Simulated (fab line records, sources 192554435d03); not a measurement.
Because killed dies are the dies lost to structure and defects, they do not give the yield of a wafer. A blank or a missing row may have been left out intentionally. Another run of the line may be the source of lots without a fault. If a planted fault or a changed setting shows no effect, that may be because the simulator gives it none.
fab line records	flow n5Finfet
record: lots: 7	wafers: 21
route steps=1938 shown SD_ACTIVATION@331 ILD0@338 HKMG_FIN@386 GATE_CUT@480 MOL_CONTACT_COAG@531 BEOL_M0_SAQP@672
startH: hours from the record's first day to the start of the lot's first wafer shown	waitH: time in hours since the lot's previous step	" repeats the value in the row above	L1.1+2: several wafers, shown together as one row	- no value, or no start given	* or withheld: withheld	< > ~ a bound
route shown NAME@n: a module of which the file shows steps, and the number in the route of the first	usual: mean/standard deviation of fault-free wafers	same: alike in all rows	chamber/n: place in a boat	sites: each site's reading	_std_site: standard deviation of those values	_edge_site: mean of outer sites minus mean of inner sites	radiusMm: how far each site lies from the wafer's centre	mask NAME#n: copy n	behind: tool/chamber where the wafer was last shaped	hold: the reason the lot was held/the length of the hold in hours/how it ended	device: the transistor (n, p or np) that didn't switch	end of line: tests run on the same wafers once the route is complete	where a step has no rows: the recipe by itself	killed: not the wafer's yield, but the dies lost to structure and defects at the first sort	map: shows each die of a wafer: x if killed, . if not, _ if none is there
set.NAME: the setting that was run; set.NAME@STEP: the one run at that earlier step	model.NAME: the simulator's own value behind a step, which no gauge read
lots with deliberately changed settings; one table per step, one row per wafer
== steps ==
step: N5_SD_ACTIVATION_LSA_01
recipe: tempC: 1080	timeS: 0.0008	ambient: N2
usual: wafer_temp_C_max: 1084.7/1.3
lot.wafer	tool	chamber	startH	waitH	set.tempC	wafer_temp_C_max
L074.3	laserAnneal-02	0	59.47	0.2	1080	1087.1
L074.4	"	0	"	"	1080	1086.2
L074.6	"	0	"	"	1106	1111.4
L076.3	laserAnneal-02	0	75.24	0.2	1080	1085.6
L076.4	"	0	"	"	1080	1088.8
L076.6	"	0	"	"	1080	1086.7
L081.2	laserAnneal-01	0	105.39	0.3	1080	1085.1
L081.3	"	0	"	"	1058	1060.3
L081.4	"	0	"	"	1058	1061.3
L084.3	laserAnneal-02	0	122.74	0.2	1080	1088.8
L084.4	"	0	"	"	1080	1084.7
L084.5	"	0	"	"	1106	1111.8
L094.4	laserAnneal-02	0	177.01	0.2	1080	1086.2
L094.5	"	0	"	"	1080	1086.5
L094.6	"	0	"	"	1080	1086.0
L095.1	laserAnneal-01	0	184.52	0.2	1080	1083.3
L095.4	"	0	"	"	1080	1083.6
L095.5	"	0	"	"	1080	1085.0
L096.4	laserAnneal-02	0	192.98	0.2	1080	1084.8
L096.5	"	0	"	"	1080	1086.1
L096.6	"	0	"	"	1080	1085.7
step: N5_SD_ACTIVATION_RS_MEAS_03
recipe: thkMeasGauge: four-point-probe
usual: RS_SD_N: 21.79/0.27	RS_SD_P: 55.7/0.83
lot.wafer	tool	chamber	startH	waitH	set.tempC@SD_ACTIVATION_LSA_01	RS_SD_N[ohm/sq]	RS_SD_P[ohm/sq]
L074.3	filmMetro-02	-	59.65	0.2	1080	22.25	55.6
L074.4	"	-	"	"	1080	21.71	55.3
L074.6	"	-	"	"	1106	19.48	56.0
L076.3	filmMetro-01	-	75.43	0.2	1080	21.81	57.2
L076.4	"	-	"	"	1080	21.72	57.0
L076.6	"	-	"	"	1080	21.76	57.1
L081.2	filmMetro-02	-	105.58	0.2	1080	22.24	55.2
L081.3	"	-	"	"	1058	24.60	56.6
L081.4	"	-	"	"	1058	24.67	56.2
L084.3	filmMetro-02	-	122.93	0.2	1080	21.61	56.3
L084.4	"	-	"	"	1080	21.52	55.0
L084.5	"	-	"	"	1106	18.96	55.9
L094.4	filmMetro-01	-	177.18	0.1	1080	21.96	56.2
L094.5	"	-	"	"	1080	22.06	55.4
L094.6	"	-	"	"	1080	21.90	56.0
L095.1	filmMetro-02	-	184.74	0.2	1080	21.63	56.4
L095.4	"	-	"	"	1080	21.97	56.2
L095.5	"	-	"	"	1080	21.87	56.6
L096.4	filmMetro-02	-	193.15	0.1	1080	21.93	55.0
L096.5	"	-	"	"	1080	21.52	55.2
L096.6	"	-	"	"	1080	21.57	55.3
step: N5_ILD0_CMP_03
recipe: stopOn: SiNx	tOverpolishS: 1.9	postCmpClean: alkalineBrush	downForcePsi: 4.1491	platenRpm: 51.796	padVelocityMS: 1.0306	targetThkNm: 197.38
usual: timeToEndpointS: 70.4/2.6
lot.wafer	tool	chamber	startH	waitH	set.downForcePsi	timeToEndpointS
L074.4	cmp-03	0	62.72	0.1	3.432	79.5
L074.3	"	1	"	"	3.432	80.0
L074.6	"	3	"	"	4.1491	70.0
L076.4	cmp-03	1	78.19	0.1	5.027	56.3
L076.3	"	2	"	"	4.1491	70.2
L076.6	"	0	"	"	5.027	57.3
L081.3	cmp-03	3	108.28	0.0	4.1491	68.4
L081.4	"	0	"	"	3.424	87.0
L081.2	"	2	"	"	4.1491	74.0
L084.4	cmp-02	1	125.65	0.1	3.906	68.8
L084.3	"	3	"	"	4.1491	69.8
L084.5	"	1	"	"	4.1491	71.5
L094.4	cmp-01	2	179.93	0.1	4.1491	69.2
L094.5	"	0	"	"	3.28	93.6
L094.6	"	1	"	"	4.1491	75.0
L095.4	cmp-01	0	187.50	0.1	4.1491	71.5
L095.1	"	2	"	"	4.1491	70.5
L095.5	"	3	"	"	4.1491	68.6
L096.4	cmp-02	1	196.01	0.1	4.1491	74.2
L096.6	"	3	"	"	4.1491	73.8
L096.5	"	0	"	"	4.1491	73.0
step: N5_HKMG_FIN_HK_ALD_01
recipe: material: HfO2	targetThkA: 16	tempC: withheld	aldPrecursorFamily: HfCl4	aldCoReactant: H2O	pulseTimeS: 3	purgeTimeS: 3	coReactantPurgeTimeS: 2.5	coReactantPulseTimeS: 0.3	aldCycles: 30
lot.wafer	tool	chamber	startH	waitH	set.aldCycles
L074.3+4+6	aldHk-02	0,3,0	72.36	0.0	30
L076.3+6	aldHk-01	2,3	87.14	0.0	30
L076.4	"	3	"	"	35
L081.2+3	aldHk-03	1,2	117.03	0.0	25
L081.4	"	0	"	"	30
L084.3	aldHk-03	3	134.63	0.0	26
L084.4+5	"	0,3	"	"	30
L094.4+5	aldHk-03	1,0	189.35	0.0	30
L094.6	"	3	"	"	26
L095.1+4+5	aldHk-01	1,2,1	196.47	0.0	30
L096.4	aldHk-02	0	205.33	0.0	26
L096.5+6	"	0,1	"	"	30
step: N5_HKMG_FIN_COAT_43
recipe: resist: CAR-ArF	spinRpm: 1500	resistThkNm: 90
lot.wafer	tool	chamber	startH	waitH	set.spinRpm	model.CAR-ArF_of_HKMG_FIN_COAT_43.thkNm
L074.3	lithoTrack-02	0	-	-	1409	93
L074.4	"	0	"	"	1500	89.8
L074.6	"	0	"	"	1409	92.6
L076.3	lithoTrack-01	0	-	-	1500	89.8
L076.4	"	0	"	"	1424	92.4
L076.6	"	0	"	"	1500	90
L081.2+4	lithoTrack-04	0	-	-	1345	95
L081.3	"	0	"	"	1500	90.2
L084.3+5	lithoTrack-02	0	-	-	1500	89.6
L084.4	"	0	"	"	1500	89.8
L094.4+5	lithoTrack-01	0	-	-	1392	93.8
L094.6	"	0	"	"	1500	90.2
L095.1	lithoTrack-04	0	-	-	1500	90
L095.4	"	0	"	"	1500	90.2
L095.5	"	0	"	"	1500	90.4
L096.4+6	lithoTrack-02	0	-	-	1500	90
L096.5	"	0	"	"	1440	92
step: N5_HKMG_FIN_EBR_45
recipe: solvent: PGMEA	ebrWidthMm: 1.5
step: N5_HKMG_FIN_SOFTBAKE_44
recipe: tempC: 110	timeS: 60	resist: CAR-ArF
step: N5_HKMG_FIN_DESCUM_53
recipe: chemistry: O2	timeS: 7.9	sourcePowerW: 50	biasPowerW: 20	pressureMtorr: 20	rfFrequencyHz: 2.712e+07	tempC: 40	resist: CAR-ArF	o2FlowSccm: 225
step: N5_HKMG_FIN_ETCH_54
recipe: chemistry: CF4	target: SiARC	targetDepthA: 455	maskMaterial: CAR-ArF	timeS: 75.8	ionEnergyEv: 80	pressureMtorr: 40	sourceW: 545	biasW: 36	Ar_flow_sccm: 100	cf4FlowSccm: 100	ends: cleared
lot.wafer	tool	chamber	startH	waitH	set.spinRpm@HKMG_FIN_COAT_43	model.CAR-ArF_of_HKMG_FIN_COAT_43.thkNm
L074.3	rieDiel-04	3	73.44	0.0	1409	53.6
L074.4	"	2	"	"	1500	50.6
L074.6	"	0	"	"	1409	53.2
L076.3+6	rieDiel-04	3,2	88.55	0.0	1500	50.6
L076.4	"	1	"	"	1424	53
L081.2+4	rieDiel-04	0,2	118.09	0.0	1345	55.8
L081.3	"	1	"	"	1500	51
L084.3	rieDiel-01	3	135.69	0.0	1500	50.4
L084.4	"	1	"	"	1500	50.6
L084.5	"	2	"	"	1500	50.2
L094.4+5	rieDiel-01	0,1	190.48	0.0	1392	54.4
L094.6	"	2	"	"	1500	51
L095.1	rieDiel-06	1	197.43	0.0	1500	50.8
L095.4	"	0	"	"	1500	51
L095.5	"	2	"	"	1500	51.2
L096.4+6	rieDiel-06	3,0	206.50	0.0	1500	50.8
L096.5	"	1	"	"	1440	53
step: N5_HKMG_FIN_ETCH_55
recipe: chemistry: N2/H2	target: SOC	targetDepthA: 2400	tempC: 40	timeS: 300	ionEnergyEv: 200	maskMaterial: SiARC	pressureMtorr: 30	sourceW: 840	biasW: 150	n2FlowSccm: 200	h2FlowSccm: 200
step: N5_HKMG_FIN_STRIP_56
recipe: chemistry: N2/H2	tempC: 40	n2FlowSccm: 200	h2FlowSccm: 200	rfFrequencyHz: 6e+07
step: N5_HKMG_FIN_WET_ETCH_82
recipe: chemistry: dHCl	mix: 1:10000	tempC: 25	target: La2O3	stopOn: HfO2	targetDepthNm: 2	dry: ipaMarangoni	rinseTimeS: 30	rinseTempC: 23
step: N5_HKMG_FIN_ALD_36
recipe: material: TiN	targetThkA: 10	tempC: 400	aldPrecursorFamily: TiCl4	aldCoReactant: NH3	pulseTimeS: 1	purgeTimeS: 3	coReactantPurgeTimeS: 2	coReactantPulseTimeS: 2	aldCycles: 47	pressureTorr: 3
step: N5_HKMG_FIN_THK_MEAS_70
recipe: thkMeasGauge: xrf	reads: HfO2_of_HKMG_FIN_HK_ALD_01
usual: HK_THK: 1.613/0.015
lot.wafer	tool	chamber	startH	waitH	set.aldCycles@HKMG_FIN_HK_ALD_01	HK_THK[nm]
L074.3	filmMetro-01	-	75.89	0.2	30	1.610
L074.4	"	-	"	"	30	1.608
L074.6	"	-	"	"	30	1.610
L076.3	filmMetro-02	-	90.93	0.2	30	1.625
L076.4	"	-	"	"	35	1.888
L076.6	"	-	"	"	30	1.589
L081.2	filmMetro-01	-	120.68	0.2	25	1.362
L081.3	"	-	"	"	25	1.346
L081.4	"	-	"	"	30	1.604
L084.3	filmMetro-02	-	138.08	0.2	26	1.409
L084.4	"	-	"	"	30	1.588
L084.5	"	-	"	"	30	1.610
L094.4	filmMetro-01	-	193.12	0.0	30	1.622
L094.5	"	-	"	"	30	1.624
L094.6	"	-	"	"	26	1.424
L095.1	filmMetro-02	-	199.80	0.2	30	1.568
L095.4	"	-	"	"	30	1.635
L095.5	"	-	"	"	30	1.603
L096.4	filmMetro-02	-	209.12	0.2	26	1.392
L096.5	"	-	"	"	30	1.600
L096.6	"	-	"	"	30	1.610
step: N5_GATE_CUT_COAT_27
recipe: resist: underlayer	tempC: 205	timeS: 60	spinRpm: 1500	resistThkNm: 10
lot.wafer	tool	chamber	startH	waitH	set.spinRpm
L074.3+4+6	lithoTrack-03	0	-	-	1500
L076.3+4	lithoTrack-03	0	-	-	1500
L076.6	"	0	"	"	1569
L081.2+3+4	lithoTrack-03	0	-	-	1500
L084.3	lithoTrack-05	0	-	-	1668
L084.4+5	"	0	"	"	1500
L094.4+5+6	lithoTrack-01	0	-	-	1500
L095.1+4+5	lithoTrack-01	0	-	-	1500
L096.4+5	lithoTrack-05	0	-	-	1415
L096.6	"	0	"	"	1500
step: N5_GATE_CUT_COAT_07
recipe: resist: CAR-EUV	spinRpm: 1500	resistThkNm: 30
step: N5_GATE_CUT_EBR_09
recipe: solvent: PGMEA	ebrWidthMm: 1.5
step: N5_GATE_CUT_DESCUM_18
recipe: chemistry: O2	timeS: 7	sourcePowerW: 50	biasPowerW: 20	pressureMtorr: 20	rfFrequencyHz: 2.712e+07	tempC: 40	resist: CAR-EUV	o2FlowSccm: 225
step: N5_GATE_CUT_ETCH_28
recipe: chemistry: N2/H2	target: underlayer	targetDepthA: 130	maskMaterial: CAR-EUV	timeS: 10.4	ionEnergyEv: 200	pressureMtorr: 30	sourceW: 840	biasW: 150	n2FlowSccm: 200	h2FlowSccm: 200	ends: cleared
usual: etchRfOnTimeS: 10.35/0.11
lot.wafer	tool	chamber	startH	waitH	set.spinRpm@GATE_CUT_COAT_27	etchRfOnTimeS	model.etch.depthNm
L074.3	rieDiel-02	1	84.95	0.0	1500	10.24	9.962
L074.4	"	2	"	"	1500	10.22	9.945
L074.6	"	1	"	"	1500	10.24	9.934
L076.3	rieDiel-05	0	100.84	0.0	1500	10.40	10
L076.4	"	3	"	"	1500	10.25	9.99
L076.6	"	0	"	"	1569	10.14	9.778
L081.2	rieDiel-05	2	130.01	0.0	1500	10.35	10.03
L081.3	"	0	"	"	1500	10.43	9.998
L081.4	"	1	"	"	1500	10.67	10.03
L084.3	rieDiel-03	0	148.02	0.0	1668	9.84	9.473
L084.4	"	3	"	"	1500	10.43	9.977
L084.5	"	1	"	"	1500	10.28	9.992
L094.4	rieDiel-02	1	202.74	0.0	1500	10.18	9.997
L094.5	"	2	"	"	1500	10.21	10.03
L094.6	"	3	"	"	1500	10.30	10.02
L095.1	rieDiel-02	1	209.27	0.0	1500	10.36	10.01
L095.4	"	0	"	"	1500	10.38	10.06
L095.5	"	3	"	"	1500	10.40	10.03
L096.4	rieDiel-02	1	218.82	0.0	1415	10.60	10.29
L096.5	"	0	"	"	1415	10.65	10.27
L096.6	"	1	"	"	1500	10.32	9.992
step: N5_MOL_CONTACT_COAG_ETCH_105
recipe: chemistry: CF4	target: SiARC	targetDepthA: 156	maskMaterial: CAR-EUV	timeS: 26	ionEnergyEv: 80	pressureMtorr: 40	sourceW: 545	biasW: 36	Ar_flow_sccm: 100	cf4FlowSccm: 100	ends: cleared
usual: rfVppV: 184.3/1.1
lot.wafer	tool	chamber	startH	waitH	set.biasW	rfVppV
L074.3	rieDiel-06	3	89.34	0.0	31.11	169.2
L074.4	"	1	"	"	36	184.0
L074.6	"	0	"	"	36	184.7
L076.3	rieDiel-01	0	106.29	0.0	30.06	163.8
L076.4	"	1	"	"	30.06	163.5
L076.6	"	2	"	"	30.06	162.6
L081.2	rieDiel-06	2	133.81	0.0	36	184.4
L081.3	"	1	"	"	36	184.6
L081.4	"	0	"	"	36	184.3
L084.3	rieDiel-04	3	152.34	0.0	36	183.2
L084.4	"	0	"	"	36	183.0
L084.5	"	3	"	"	36	183.1
L094.4	rieDiel-01	0	206.81	0.0	36	185.9
L094.5	"	2	"	"	36	183.5
L094.6	"	1	"	"	36	182.7
L095.1	rieDiel-01	0	213.20	0.0	36	183.6
L095.4	"	1	"	"	36	184.9
L095.5	"	3	"	"	36	185.4
L096.4	rieDiel-06	0	222.84	0.0	32.46	173.7
L096.5	"	0	"	"	36	186.3
L096.6	"	1	"	"	36	183.4
step: N5_MOL_CONTACT_COAG_ETCH_15
recipe: chemistry: CH3F/O2	target: SiNx	targetDepthA: 70	maskMaterial: SOC	stopOn: Si:P	overEtchFrac: 0.75	ionEnergyEv: 120	pressureMtorr: 30	sourceW: 395	biasW: 73	Ar_flow_sccm: 150	CH3F_flow_sccm: 30	O2_flow_sccm: 20
usual: rfVppV: 295.2/2.2
lot.wafer	tool	chamber	startH	waitH	set.sourceW	rfVppV
L074.3	rieDiel-06	3	89.51	0.0	428.6	285.7
L074.4	"	1	"	"	428.6	282.7
L074.6	"	0	"	"	428.6	286.9
L076.3	rieDiel-01	0	106.45	0.0	437.8	283.2
L076.4	"	1	"	"	395	292.8
L076.6	"	2	"	"	395	298.6
L081.2	rieDiel-06	2	133.97	0.0	395	293.3
L081.3	"	1	"	"	465	270.9
L081.4	"	0	"	"	465	276.2
L084.3	rieDiel-04	3	152.50	0.0	395	297.8
L084.4	"	0	"	"	363	307.7
L084.5	"	3	"	"	395	296.8
L094.4	rieDiel-01	0	206.97	0.0	395	297.2
L094.5	"	2	"	"	395	297.0
L094.6	"	1	"	"	395	291.7
L095.1	rieDiel-01	0	213.37	0.0	395	295.4
L095.4	"	1	"	"	395	293.7
L095.5	"	3	"	"	395	292.4
L096.4	rieDiel-06	0	223.00	0.0	395	298.7
L096.5	"	0	"	"	465.6	277.3
L096.6	"	1	"	"	465.6	270.0
step: N5_MOL_CONTACT_COAG_ALD_133
recipe: material: SiO2	targetThkA: 50	tempC: 100	aldPrecursorFamily: BDEAS	aldCoReactant: O2-plasma	pulseTimeS: 1	coReactantPulseTimeS: 1	purgeTimeS: 2	coReactantPurgeTimeS: 2	aldCycles: 35	pressureTorr: 2
lot.wafer	tool	chamber	startH	waitH	set.aldCycles	model.SiO2_of_MOL_CONTACT_COAG_ALD_133.thkNm
L074.3+6	aldSin-02	2	101.91	0.1	35	5
L074.4	"	3	"	"	31	4.4
L076.3+6	aldSin-02	2,1	116.09	0.3	37	5.2
L076.4	"	3	"	"	35	5
L081.2+3+4	aldSin-03	1,2,3	143.94	0.1	35	5
L084.3+4	aldSin-02	1,2	163.24	0.1	35	5
L084.5	"	2	"	"	38	5.4
L094.4	aldSin-01	3	216.64	0.1	40	5.8
L094.5	"	1	"	"	35	5
L094.6	"	2	"	"	40	5.6
L095.1+4+5	aldSin-01	3,2,2	224.65	0.1	35	5
L096.4+6	aldSin-02	0,2	234.76	0.2	35	5
L096.5	"	1	"	"	38	5.4
step: N5_MOL_CONTACT_COAG_ETCHBACK_136
recipe: chemistry: CHF3	target: SiO2	targetDepthA: 250	timeS: 16.7	ionEnergyEv: 200	pressureMtorr: 30	sourceW: 610	biasW: 170	Ar_flow_sccm: 200	CHF3_flow_sccm: 50
lot.wafer	tool	chamber	startH	waitH	set.targetDepthA
L074.3	rieDiel-06	2	102.21	0.0	279.7
L074.4+6	"	3,2	"	"	250
L076.3+4+6	rieDiel-01	0,2,0	116.40	0.0	250
L081.2+3	rieDiel-06	3,2	144.25	0.0	250
L081.4	"	0	"	"	266.5
L084.3+4+5	rieDiel-06	1,0,3	163.75	0.0	241
L094.4+5+6	rieDiel-01	1,3,0	216.94	0.0	250
L095.1+4+5	rieDiel-01	0,2,3	224.95	0.0	250
L096.4+6	rieDiel-01	2,3	235.11	0.0	282.7
L096.5	"	0	"	"	250
step: N5_MOL_CONTACT_COAG_STRIP_120
recipe: chemistry: CHF3	resist: SiARC	rfFrequencyHz: 6e+07
step: N5_MOL_CONTACT_COAG_VIA_ETCH_117
recipe: chemistry: C4F6/O2	targetDepthA: 400	overetchA: 80	maskMaterial: SOC	target: SiO2	biasW: 455	pressureMtorr: 10	timeS: 26	sourceW: 325	Ar_flow_sccm: 300	C4F6_flow_sccm: 10	O2_flow_sccm: 10	ionEnergyEv: 575.3	ends: endPoint
lot.wafer	tool	chamber	startH	waitH	set.targetDepthA@MOL_CONTACT_COAG_ETCHBACK_136	model.MOL_CONTACT_COAG.featureDepthNm	model.etch.depthNm
L074.3	rieDiel-06	2	102.24	0.0	279.7	37.4	37.47
L074.4	"	3	"	"	250	40.2	40.23
L074.6	"	2	"	"	250	40.4	40.49
L076.3	rieDiel-01	0	116.43	0.0	250	40.8	40.71
L076.4	"	2	"	"	250	40.2	40.22
L076.6	"	0	"	"	250	40.6	40.54
L081.2	rieDiel-06	3	144.28	0.0	250	40	40.1
L081.3	"	2	"	"	250	40.2	40.23
L081.4	"	0	"	"	266.5	38.4	38.44
L084.3	rieDiel-06	1	163.79	0.0	241	41.2	41.19
L084.4	"	0	"	"	241	41	41.09
L084.5	"	3	"	"	241	41.2	41.23
L094.4	rieDiel-01	1	216.98	0.0	250	39.8	39.76
L094.5	"	3	"	"	250	40	40.05
L094.6	"	0	"	"	250	39.4	39.4
L095.1	rieDiel-01	0	224.99	0.0	250	39.4	39.36
L095.4	"	2	"	"	250	40	39.96
L095.5	"	3	"	"	250	40.2	40.1
L096.4	rieDiel-01	2	235.14	0.0	282.7	36.8	36.83
L096.5	"	0	"	"	250	39.4	39.3
L096.6	"	3	"	"	282.7	36.8	36.74
step: N5_BEOL_M0_SAQP_ETCH_106
recipe: chemistry: N2/H2	target: SOC	targetDepthA: 1500	stopOn: SiNx	ionEnergyEv: 100	biasW: 61	pressureMtorr: 30	sourceW: 850	n2FlowSccm: 200	h2FlowSccm: 200
lot.wafer	tool	chamber	startH	waitH	set.targetDepthA	model.SOC_of_BEOL_M0_SAQP_COAT_105.thkNm
L074.3	rieDiel-02	3	113.22	-	1500	23.8
L074.4	"	2	"	"	1500	23.4
L074.6	"	3	"	"	1622	18
L076.3	rieDiel-05	1	124.40	-	1500	25.6
L076.4	"	0	"	"	1500	24.2
L076.6	"	1	"	"	1573	22.4
L081.2	rieDiel-02	3	155.79	-	1500	24.2
L081.3	"	1	"	"	1556	21.4
L081.4	"	2	"	"	1500	23.4
L084.3+5	rieDiel-02	2	171.95	-	1381	29.8
L084.4	"	1	"	"	1500	24
L094.4	rieDiel-05	2	229.25	-	1638	17.8
L094.5	"	2	"	"	1638	18
L094.6	"	3	"	"	1500	23.8
L095.1	rieDiel-03	1	232.97	-	1500	23.8
L095.4	"	0	"	"	1500	24
L095.5	"	0	"	"	1500	24.2
L096.4	rieDiel-05	2	243.76	-	1329	32.8
L096.5	"	3	"	"	1500	23.6
L096.6	"	1	"	"	1329	33.8
step: N5_BEOL_M0_SAQP_SPACER2_ALD_26
recipe: material: SiO2	targetThkA: 150	tempC: 300	aldPrecursorFamily: BDEAS	aldCoReactant: O2-plasma	pulseTimeS: 1	purgeTimeS: 2	coReactantPurgeTimeS: 2	pressureTorr: 2
lot.wafer	tool	chamber	startH	waitH	set.targetThkA	model.SiO2_of_BEOL_M0_SAQP_SPACER2_ALD_26.thkNm
L074.3+4+6	aldSin-03	0,1,0	113.52	0.1	159	15.8
L076.3+4+6	aldSin-02	2,1,3	124.70	0.1	150	15
L081.2+3+4	aldSin-04	1,3,0	156.14	0.1	150	15
L084.3+4	aldSin-04	2	172.38	0.2	150	15
L084.5	"	0	"	"	160.9	16
L094.4+5+6	aldSin-04	1,1,2	229.57	0.1	144.5	14.4
L095.1+4+5	aldSin-03	1,0,0	233.37	0.2	150	15
L096.4	aldSin-02	1	244.30	0.3	150	15
L096.5	"	0	"	"	150	15.2
L096.6	"	3	"	"	144.2	14.4
== key ==
split: step: N5_SD_ACTIVATION_LSA_01	setting: tempC	stated: 1080	by: wafer
response: step: N5_SD_ACTIVATION_LSA_01	reading: wafer_temp_C_max	change: *	per: 1%	r: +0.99
response: step: N5_SD_ACTIVATION_RS_MEAS_03	reading: RS_SD_N	change: -1.09	per: 1%	r: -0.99
split: step: N5_ILD0_CMP_03	setting: downForcePsi	stated: 4.1491	by: wafer
response: step: N5_ILD0_CMP_03	reading: timeToEndpointS	change: *	per: 1%	r: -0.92
split: step: N5_HKMG_FIN_HK_ALD_01	setting: aldCycles	stated: 30	by: wafer
response: step: N5_HKMG_FIN_THK_MEAS_70	reading: HK_THK	change: +0.0155	per: 1%	r: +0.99
split: step: N5_HKMG_FIN_COAT_43	setting: spinRpm	stated: 1500	by: wafer
response: step: N5_HKMG_FIN_COAT_43	reading: model.CAR-ArF_of_HKMG_FIN_COAT_43.thkNm	change: -0.482	per: 1%	r: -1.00
response: step: N5_HKMG_FIN_ETCH_54	reading: model.CAR-ArF_of_HKMG_FIN_COAT_43.thkNm	change: -0.473	per: 1%	r: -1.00
split: step: N5_GATE_CUT_COAT_27	setting: spinRpm	stated: 1500	by: wafer
response: step: N5_GATE_CUT_ETCH_28	reading: etchRfOnTimeS	change: *	per: 1%	r: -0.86
response: step: N5_GATE_CUT_ETCH_28	reading: model.etch.depthNm	change: -0.0467	per: 1%	r: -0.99
split: step: N5_MOL_CONTACT_COAG_ETCH_105	setting: biasW	stated: 36	by: wafer
response: step: N5_MOL_CONTACT_COAG_ETCH_105	reading: rfVppV	change: +1.12	per: 1%	r: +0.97
split: step: N5_MOL_CONTACT_COAG_ETCH_15	setting: sourceW	stated: 395	by: wafer
response: step: N5_MOL_CONTACT_COAG_ETCH_15	reading: rfVppV	change: -1.25	per: 1%	r: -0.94
split: step: N5_MOL_CONTACT_COAG_ALD_133	setting: aldCycles	stated: 35	by: wafer
response: step: N5_MOL_CONTACT_COAG_ALD_133	reading: model.SiO2_of_MOL_CONTACT_COAG_ALD_133.thkNm	change: +0.0483	per: 1%	r: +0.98
split: step: N5_MOL_CONTACT_COAG_ETCHBACK_136	setting: targetDepthA	stated: 250	by: wafer
response: step: N5_MOL_CONTACT_COAG_VIA_ETCH_117	reading: model.MOL_CONTACT_COAG.featureDepthNm	change: -0.224	per: 1%	r: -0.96
response: step: N5_MOL_CONTACT_COAG_VIA_ETCH_117	reading: model.etch.depthNm	change: -0.221	per: 1%	r: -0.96
split: step: N5_BEOL_M0_SAQP_ETCH_106	setting: targetDepthA	stated: 1500	by: wafer
response: step: N5_BEOL_M0_SAQP_ETCH_106	reading: model.SOC_of_BEOL_M0_SAQP_COAT_105.thkNm	change: -0.728	per: 1%	r: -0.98
split: step: N5_BEOL_M0_SAQP_SPACER2_ALD_26	setting: targetThkA	stated: 150	by: wafer
response: step: N5_BEOL_M0_SAQP_SPACER2_ALD_26	reading: model.SiO2_of_BEOL_M0_SAQP_SPACER2_ALD_26.thkNm	change: +0.147	per: 1%	r: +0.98
